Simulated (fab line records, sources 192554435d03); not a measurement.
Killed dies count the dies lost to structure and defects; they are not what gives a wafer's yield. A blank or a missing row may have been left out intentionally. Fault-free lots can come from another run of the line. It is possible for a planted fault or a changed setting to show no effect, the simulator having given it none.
Split-lot experiment    flow n5Finfet    21 wafers read from 7 lots, route of 1938 steps

THE SPLIT ITSELF
At N5_BEOL_M14_PEB_26 (peb time 90 s), the setting pebTempC was moved away from the recipe's 130 C on 6 of the 21 wafers read, by -2.2% to +2.2%. All remaining wafers had this setting at the recipe value.

FROM THE SPLIT TO THE READING: what the file shows between them, 2 steps
- N5_BEOL_M14_DEVELOP_27: develop time 45 s (also split here: developTimeS)
- N5_BEOL_M14_HARDBAKE_32: time 120 s

THE READING
cdNm (nm) at N5_BEOL_M14_CD_MEAS_28, where the cd target is 284.4 nm. Typical for fault-free wafers on this fab line: 283.9 nm, with standard deviation 2.4 nm.

wafer   tool, chamber at the split  pebTempC as run, C  against the recipe  cdNm, nm  against lot-mates on the recipe
L078.1  lithoTrack-04, 0            130                 recipe              282.6     -
L078.2  lithoTrack-04, 0            130                 recipe              278.9     -
L078.3  lithoTrack-04, 0            130                 recipe              280.1     -
L074.2  lithoTrack-02, 0            127.3               -2.1%               266.1     -15.1
L074.4  lithoTrack-02, 0            130                 recipe              279.6     -
L074.6  lithoTrack-02, 0            130                 recipe              282.8     -
L080.2  lithoTrack-04, 0            127.1               -2.2%               268.3     no lot-mate on the recipe
L080.3  lithoTrack-04, 0            127.1               -2.2%               269.1     no lot-mate on the recipe
L080.6  lithoTrack-04, 0            127.1               -2.2%               268.5     no lot-mate on the recipe
L089.1  lithoTrack-01, 0            130                 recipe              287.3     -
L089.4  lithoTrack-01, 0            131.1               +0.8%               290.0     +3.2
L089.6  lithoTrack-01, 0            130                 recipe              286.3     -
L094.1  lithoTrack-01, 0            130                 recipe              284.8     -
L094.3  lithoTrack-01, 0            130                 recipe              288.0     -
L094.4  lithoTrack-01, 0            130                 recipe              284.2     -
L093.3  lithoTrack-02, 0            130                 recipe              281.8     -
L093.4  lithoTrack-02, 0            132.9               +2.2%               292.9     +12.1
L093.6  lithoTrack-02, 0            130                 recipe              279.7     -
L095.1  lithoTrack-01, 0            130                 recipe              283.2     -
L095.4  lithoTrack-01, 0            130                 recipe              285.8     -
L095.5  lithoTrack-01, 0            130                 recipe              284.8     -

THE FIT
A straight line over all 21 wafers: cdNm changes by +6.37 nm for each +1% of pebTempC; r = +0.93; the points scatter about the line by 2.9 nm.
The same after taking each lot's own level away (the mean of its wafers on the recipe; 18 wafers): +6.15 nm for each +1%; r = +0.95; scatter 1.5 nm.
Per that fit: largest pebTempC move, reading shift of 14 nm.
The span of the lots' own levels, 280.53 to 286.80 nm, comes to 2.6 times the standard deviation stated above.
So the lot-to-lot level changes the slope little: the two slopes agree.
Check: +14.8 nm against its lot-mates is what the line predicts for one of the wafers moved furthest among these (+2.2%) when that wafer is left out of the fit. It came out at +12.1 nm against them.

OTHER SPLITS ON THESE WAFERS
These wafers also went through other splits before the reading. Each is held against what the fit with the lots' levels taken away leaves over:
other split on the same wafers       wafers away from the commonest value  r with cdNm (lot level and that fit taken away)
N5_BEOL_M9_COAT_05 spinRpm           8                                     +0.20
N5_BEOL_M11_COAT_05 spinRpm          4                                     -0.18
N5_BEOL_M11_ETCH_41 timeS            8                                     +0.10
N5_BEOL_M13_COAT_04 spinRpm          5                                     -0.07
N5_BEOL_M13_ETCH_68 timeS            8                                     +0.02
N5_BEOL_M14_DEVELOP_27 developTimeS  4                                     +0.35

THE WHOLE CHAIN: every reading that the file lists as answering this split, in the file's order
step                        what it does                                                     reading                                                         change (the file's fit)               r (the file's)
N5_BEOL_M14_CD_MEAS_28      target cd 284.4 nm                                               cdNm                                                            +6.1 nm for each +1% of the setting   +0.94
N5_BEOL_M14_DESCUM_33       chemistry O2, time 7.9 s                                         BEOL_M14.cdNm (the simulator's own value, which no gauge read)  +6.21 nm for each +1% of the setting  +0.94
N5_BEOL_M14_ETCH_67         etches SiARC in CF4, target depth 143 nm, time 238.3 s           BEOL_M14.cdNm (the simulator's own value, which no gauge read)  +5.84 nm for each +1% of the setting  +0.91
N5_BEOL_M14_TRENCH_ETCH_34  etches SiO2 in C4F8/O2/Ar, target depth 556.65 nm, time 126.9 s  BEOL_M14.cdNm (the simulator's own value, which no gauge read)  +6.06 nm for each +1% of the setting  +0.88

THE FILE'S OWN FIT
cdNm changes by +6.1 nm for each +1% of pebTempC, r = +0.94.
